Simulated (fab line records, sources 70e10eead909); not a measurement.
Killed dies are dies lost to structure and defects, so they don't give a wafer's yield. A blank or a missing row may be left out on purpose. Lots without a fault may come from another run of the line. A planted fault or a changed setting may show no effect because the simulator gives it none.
Which tool did it? | flow nand_harc | 14 lots, 42 wafers sampled, at 6 steps of a route of 1302

WHAT THE GAUGES READ, wafer by wafer
NHARC_P_STI_OCD_MEAS_17.
lot  | measured     | on     | trench_depth_nm (nm) | trench_foot_cd_nm (nm)
L577 | day 3 13:34  | ocd-01 | 295 294 299          | 155.0 156.2 157.3
L580 | day 4 12:11  | ocd-01 | 297 295 295          | 157.7 157.6 154.2
L581 | day 4 20:59  | ocd-01 | 307 304 300          | 153.4 155.9 155.1
L582 | day 5 08:20  | ocd-02 | 303 307 297          | 156.2 156.9 155.8
L583 | day 5 18:11  | ocd-01 | 302 300 304          | 160.2 158.4 159.8
L584 | day 6 04:35  | ocd-02 | 296 296 303          | 154.9 157.6 152.5
L586 | day 7 03:13  | ocd-01 | 301 309 302          | 159.9 155.8 158.0
L589 | day 8 07:41  | ocd-02 | 301 304 305          | 155.4 157.0 153.8
L590 | day 8 15:36  | ocd-02 | 307 305 302          | 156.4 155.0 159.8
L595 | day 10 18:47 | ocd-02 | 307 307 301          | 155.4 158.9 156.5
L596 | day 11 05:47 | ocd-01 | 299 309 309          | 158.7 156.7 156.3
L597 | day 11 14:57 | ocd-02 | 303 301 298          | 155.8 159.8 156.8
L598 | day 12 02:08 | ocd-02 | 304 297 302          | 157.3 156.5 155.0
L599 | day 12 09:53 | ocd-02 | 306 304 300          | 156.2 160.5 158.9

NHARC_P_GATE_CD_MEAS_26: target cd 120 nm.
lot  | measured     | on        | cd_nm (nm)
L577 | day 5 23:05  | cd_sem-03 | 119.5 120.3 119.3
L580 | day 6 15:20  | cd_sem-03 | 119.3 118.5 117.9
L581 | day 6 22:19  | cd_sem-03 | 120.6 120.5 119.9
L582 | day 7 11:45  | cd_sem-03 | 118.7 118.7 119.8
L583 | day 8 03:53  | cd_sem-03 | 120.0 119.6 119.5
L584 | day 8 11:02  | cd_sem-02 | 119.5 120.8 120.0
L586 | day 9 06:17  | cd_sem-03 | 120.3 120.8 121.1
L589 | day 10 06:23 | cd_sem-03 | 100.8 100.5 100.1
L590 | day 11 00:45 | cd_sem-03 | 101.1 100.7 100.0
L595 | day 12 19:43 | cd_sem-01 | 119.3 119.0 119.7
L596 | day 13 07:17 | cd_sem-02 | 119.9 119.8 119.4
L597 | day 13 19:28 | cd_sem-02 | 119.4 118.8 119.4
L598 | day 14 15:23 | cd_sem-01 | 119.9 120.6 120.4
L599 | day 14 18:01 | cd_sem-02 | 118.3 119.1 119.5

NHARC_P_GATE_CD_MEAS_33.
lot  | measured     | on        | cd_nm (nm)
L577 | day 6 00:04  | cd_sem-03 | 121.0 118.1 124.7
L580 | day 6 16:20  | cd_sem-02 | 122.0 118.6 121.9
L581 | day 6 23:18  | cd_sem-03 | 120.7 121.5 123.3
L582 | day 7 12:46  | cd_sem-03 | 120.7 118.2 114.2
L583 | day 8 04:52  | cd_sem-02 | 119.9 117.8 122.4
L584 | day 8 12:02  | cd_sem-01 | 121.4 122.4 119.3
L586 | day 9 07:17  | cd_sem-01 | 118.5 120.9 119.2
L589 | day 10 07:22 | cd_sem-02 | 102.1 99.4 98.2
L590 | day 11 01:45 | cd_sem-02 | 96.9 96.0 95.1
L595 | day 12 20:46 | cd_sem-02 | 118.9 120.5 121.2
L596 | day 13 08:16 | cd_sem-02 | 119.9 118.3 118.2
L597 | day 13 20:27 | cd_sem-03 | 122.9 118.2 117.0
L598 | day 14 16:34 | cd_sem-01 | 116.6 118.3 122.2
L599 | day 14 18:59 | cd_sem-01 | 118.4 122.3 115.2

WHICH TOOL RAN EACH LOT (tool, then ch and the chambers of the sampled wafers, then the start)
lot  | NHARC_P_GATE_HM_DEP_102       | NHARC_P_GATE_PEB_24               | NHARC_P_GATE_HM_OPEN_105
L577 | acl_dep-03 ch 0, day 5 21:53  | litho_track-06 ch 0, day 5 23:01  | rie_diel-05 ch 0,1,3, day 6 00:04 or earlier
L580 | acl_dep-01 ch 0, day 6 14:07  | litho_track-04 ch 0, day 6 15:16  | rie_diel-09 ch 1,3, day 6 16:20 or earlier
L581 | acl_dep-03 ch 0, day 6 20:58  | litho_track-01 ch 0, day 6 22:14  | rie_diel-08 ch 0,2,3, day 6 23:18 or earlier
L582 | acl_dep-03 ch 0, day 7 10:20  | litho_track-04 ch 0, day 7 11:40  | rie_diel-05 ch 1,2,3, day 7 12:46 or earlier
L583 | acl_dep-01 ch 0, day 8 02:53  | litho_track-01 ch 0, day 8 03:48  | rie_diel-05 ch 1,3, day 8 04:52 or earlier
L584 | acl_dep-02 ch 0, day 8 10:08  | litho_track-01 ch 0, day 8 10:58  | rie_diel-05 ch 0,1, day 8 12:02 or earlier
L586 | acl_dep-03 ch 0, day 9 05:02  | litho_track-06 ch 0, day 9 06:13  | rie_diel-05 ch 1,2, day 9 07:17 or earlier
L589 | acl_dep-03 ch 0, day 10 05:13 | litho_track-06 ch 0, day 10 06:17 | rie_diel-09 ch 1,2, day 10 07:22 or earlier
L590 | acl_dep-03 ch 0, day 10 23:31 | litho_track-06 ch 0, day 11 00:40 | rie_diel-09 ch 0,1, day 11 01:45 or earlier
L595 | acl_dep-01 ch 0, day 12 18:22 | litho_track-04 ch 0, day 12 19:38 | rie_diel-05 ch 1,2,3, day 12 20:46 or earlier
L596 | acl_dep-03 ch 0, day 13 06:23 | litho_track-01 ch 0, day 13 07:11 | rie_diel-08 ch 0,1,2, day 13 08:16 or earlier
L597 | acl_dep-02 ch 0, day 13 18:08 | litho_track-01 ch 0, day 13 19:24 | rie_diel-05 ch 0,2,3, day 13 20:27 or earlier
L598 | acl_dep-01 ch 0, day 14 14:23 | litho_track-06 ch 0, day 14 15:18 | rie_diel-08 ch 0,2,3, day 14 16:34 or earlier
L599 | acl_dep-01 ch 0, day 14 16:58 | litho_track-04 ch 0, day 14 17:56 | rie_diel-05 ch 0,1, day 14 18:59 or earlier
- NHARC_P_GATE_HM_DEP_102: deposits aC, target thk 120 nm.
- NHARC_P_GATE_PEB_24: peb time 65 s.
- NHARC_P_GATE_HM_OPEN_105: chemistry O2/COS, target depth 360 nm.

WHAT THE TOOLS THEMSELVES READ (means of the sampled wafers that have a number; where no wafer has one, the mark that the record gives instead)
NHARC_P_GATE_HM_DEP_102.
lot  | tool       | throttle_valve_pct (%)
L577 | acl_dep-03 | 35.000
L580 | acl_dep-01 | 34.996
L581 | acl_dep-03 | 34.995
L582 | acl_dep-03 | 34.999
L583 | acl_dep-01 | 35.001
L584 | acl_dep-02 | 34.997
L586 | acl_dep-03 | 35.001
L589 | acl_dep-03 | 35.007
L590 | acl_dep-03 | 34.994
L595 | acl_dep-01 | 34.999
L596 | acl_dep-03 | 34.996
L597 | acl_dep-02 | 35.009
L598 | acl_dep-01 | 35.001
L599 | acl_dep-01 | 34.991

NHARC_P_GATE_PEB_24.
lot  | tool           | heater_power_total_W (W) | plate_temp_C (C) | resist_line_temp_C (C)
L577 | litho_track-06 | 156.7                    | 100.06           | 23.15
L580 | litho_track-04 | 156.7                    | 100.06           | 23.12
L581 | litho_track-01 | 156.3                    | 100.16           | 22.92
L582 | litho_track-04 | 156.1                    | 99.95            | 23.08
L583 | litho_track-01 | 156.8                    | 99.95            | 23.04
L584 | litho_track-01 | 156.5                    | 100.05           | 23.08
L586 | litho_track-06 | 156.3                    | 100.13           | 23.07
L589 | litho_track-06 | 170.3                    | 106.63           | 23.04
L590 | litho_track-06 | 170.3                    | 106.32           | 23.14
L595 | litho_track-04 | 157.1                    | 99.97            | 23.16
L596 | litho_track-01 | 156.7                    | 100.15           | 22.98
L597 | litho_track-01 | 156.9                    | 100.07           | 23.08
L598 | litho_track-06 | 156.9                    | 99.79            | 23.07
L599 | litho_track-04 | 156.7                    | 100.19           | 22.97

NHARC_P_GATE_HM_OPEN_105.
lot  | tool        | bias_w (W) | drypump_motor_current_A (A) | oes_product_au (a.u.) | rf_fwd_power_W (W) | rf_vpp_V (V) | showerhead_plenum_p_Torr (Torr) | throttle_valve_pct (%)
L577 | rie_diel-05 | 299.1      | 5.5                         | 1.004                 | 498.5              | 464.5        | 2.98                            | 28.327
L580 | rie_diel-09 | 299.1      | 5.5                         | 0.989                 | 498.2              | 465.5        | 3.03                            | 28.334
L581 | rie_diel-08 | 300.5      | 5.7                         | 1.007                 | 499.4              | 463.5        | 2.93                            | 28.340
L582 | rie_diel-05 | 300.3      | 5.5                         | 1.002                 | 498.6              | 464.9        | 2.99                            | 28.327
L583 | rie_diel-05 | 300.3      | 5.4                         | 1.007                 | 497.0              | 464.5        | 3.01                            | 28.332
L584 | rie_diel-05 | 300.7      | 5.7                         | 1.000                 | 499.0              | 463.2        | 2.96                            | 28.331
L586 | rie_diel-05 | 299.4      | 6.0                         | 1.013                 | 497.0              | 464.8        | 2.98                            | 28.321
L589 | rie_diel-09 | 301.0      | 5.8                         | 1.001                 | 497.2              | 464.0        | 3.00                            | 28.321
L590 | rie_diel-09 | 299.4      | 5.6                         | 1.005                 | 497.9              | 468.2        | 3.14                            | 28.327
L595 | rie_diel-05 | 300.5      | 5.5                         | 1.006                 | 497.8              | 464.5        | 2.98                            | 28.328
L596 | rie_diel-08 | 300.1      | 6.0                         | 1.005                 | 498.0              | 462.7        | 2.93                            | 28.334
L597 | rie_diel-05 | 300.2      | 5.1                         | 1.002                 | 498.2              | 464.2        | 2.96                            | 28.325
L598 | rie_diel-08 | 300.0      | 5.8                         | 1.003                 | 497.3              | 463.5        | 2.92                            | 28.337
L599 | rie_diel-05 | 300.7      | 5.7                         | 0.999                 | 497.0              | 463.0        | 2.95                            | 28.323

THE ANSWER, worked out from the rows above alone
Rule: what is usual is taken from the lots themselves. Put in order of their means at a reading, lots are off if they are a third of the lots or fewer, leave a main group of 4 or more, and stand apart from it by a gap of 3 or more times the standard deviation of the main group's means; of several such gaps the widest counts. A main group whose means are all the same, to the digits that the tables above print for the reading, isn't used. A lot without any number at a reading at which 4 lots or more have one is off too. The other lots that the step has rows for count as sound. The gauges are gone through in route order, then the tools' own readings, and for those a lot's mean is taken as printed above. The first step at which some lot is off is used, and at that step the reading that is off furthest; a lot without a number counts as furthest.
Off: L589, L590, at NHARC_P_GATE_CD_MEAS_26 (cd_nm). The main group: mean 119.6 nm, standard deviation 0.62.
A tool fits if, at a process step before that reading, it ran every lot that is off, and no sound lot after the first of them. The gauges at NHARC_P_GATE_CD_MEAS_26 aren't tried: what is off there is off at NHARC_P_GATE_CD_MEAS_33 too, on other tools, and a gauge's error can't cause that. None of those tried fits.

WHAT THE SIMULATOR HAD PUT IN
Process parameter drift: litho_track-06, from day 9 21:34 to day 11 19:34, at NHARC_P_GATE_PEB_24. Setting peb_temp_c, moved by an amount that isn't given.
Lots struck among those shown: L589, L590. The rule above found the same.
